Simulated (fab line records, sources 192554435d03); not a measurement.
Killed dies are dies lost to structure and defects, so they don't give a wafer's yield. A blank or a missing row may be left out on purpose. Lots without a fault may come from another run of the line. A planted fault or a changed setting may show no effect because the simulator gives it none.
Chamber matching | flow n5_finfet | N5_BEOL_M9_DESCUM_33 on rie_diel-01: 4 sister chambers
The step chemistry O2, time 7 s. 16 wafers are shown with their chamber, then 8 later ones without.

WAFERS WITH THEIR CHAMBER
wafer  | chamber | showerhead_plenum_p_Torr (Torr) | drypump_motor_current_A (A) | throttle_valve_pct (%)
L074.1 | 3       | 2.02                            | 6.3                         | 20.25
L074.2 | 0       | 2.13                            | 6.1                         | 20.45
L074.3 | 1       | 2.18                            | 6.1                         | 20.59
L074.4 | 3       | 2.02                            | 6.3                         | 20.26
L074.5 | 0       | 2.13                            | 6.1                         | 20.43
L074.6 | 1       | 2.18                            | 6.2                         | 20.58
L080.2 | 3       | 2.02                            | 6.4                         | 20.26
L080.4 | 3       | 2.01                            | 6.4                         | 20.25
L080.6 | 1       | 2.18                            | 6.2                         | 20.60
L075.1 | 3       | 2.01                            | 6.3                         | 20.27
L075.2 | 0       | 2.13                            | 6.1                         | 20.45
L075.3 | 1       | 2.18                            | 6.1                         | 20.58
L075.4 | 2       | 2.13                            | 5.1                         | 20.33
L075.5 | 3       | 2.01                            | 6.3                         | 20.26
L075.6 | 2       | 2.13                            | 5.1                         | 20.32
L088.3 | 2       | 2.12                            | 5.1                         | 20.36

SIGNATURES (means of the wafers above)
reading                  | chamber 0 | chamber 1 | chamber 2 | chamber 3 | scatter within a chamber
showerhead_plenum_p_Torr | 2.1300    | 2.1800    | 2.1267    | 2.0150    | 0.00425
drypump_motor_current_A  | 6.100     | 6.150     | 5.100     | 6.333     | 0.0441
throttle_valve_pct       | 20.4433   | 20.5875   | 20.3367   | 20.2583   | 0.0119
Rule: a wafer's distance from a chamber is the root of the sum, over the readings, of the square of ((its reading less the chamber's mean) divided by the reading's scatter). The wafer belongs to the nearest chamber; if the next one is less than 2 further off, it can't be placed. The scatter: the root of (the sum of the squares of (reading less its chamber's mean) over the shown wafers, divided by (wafers less chambers)).

WAFERS WITHOUT THEIR CHAMBER
wafer  | showerhead_plenum_p_Torr (Torr) | drypump_motor_current_A (A) | throttle_valve_pct (%)
L088.5 | 2.12                            | 5.1                         | 20.35
L088.6 | 2.12                            | 6.1                         | 20.48
L093.1 | 2.00                            | 6.4                         | 20.31
L093.2 | 2.11                            | 6.2                         | 20.47
L093.3 | 2.12                            | 5.1                         | 20.36
L093.4 | 2.17                            | 6.1                         | 20.21
L093.5 | 2.17                            | 6.1                         | 20.24
L093.6 | 2.12                            | 5.1                         | 20.37

WHICH CHAMBER EACH WENT THROUGH
wafer  | from the rows above | in truth
L088.5 | 2                   | 2
L088.6 | 0                   | 0
L093.1 | 3                   | 3
L093.2 | 0                   | 0
L093.3 | 2                   | 2
L093.4 | 0                   | 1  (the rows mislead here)
L093.5 | 0                   | 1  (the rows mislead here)
L093.6 | 2                   | 2
Placed correctly: 6 of 8. Can't be placed from these rows: 0. Placed wrongly: 2.
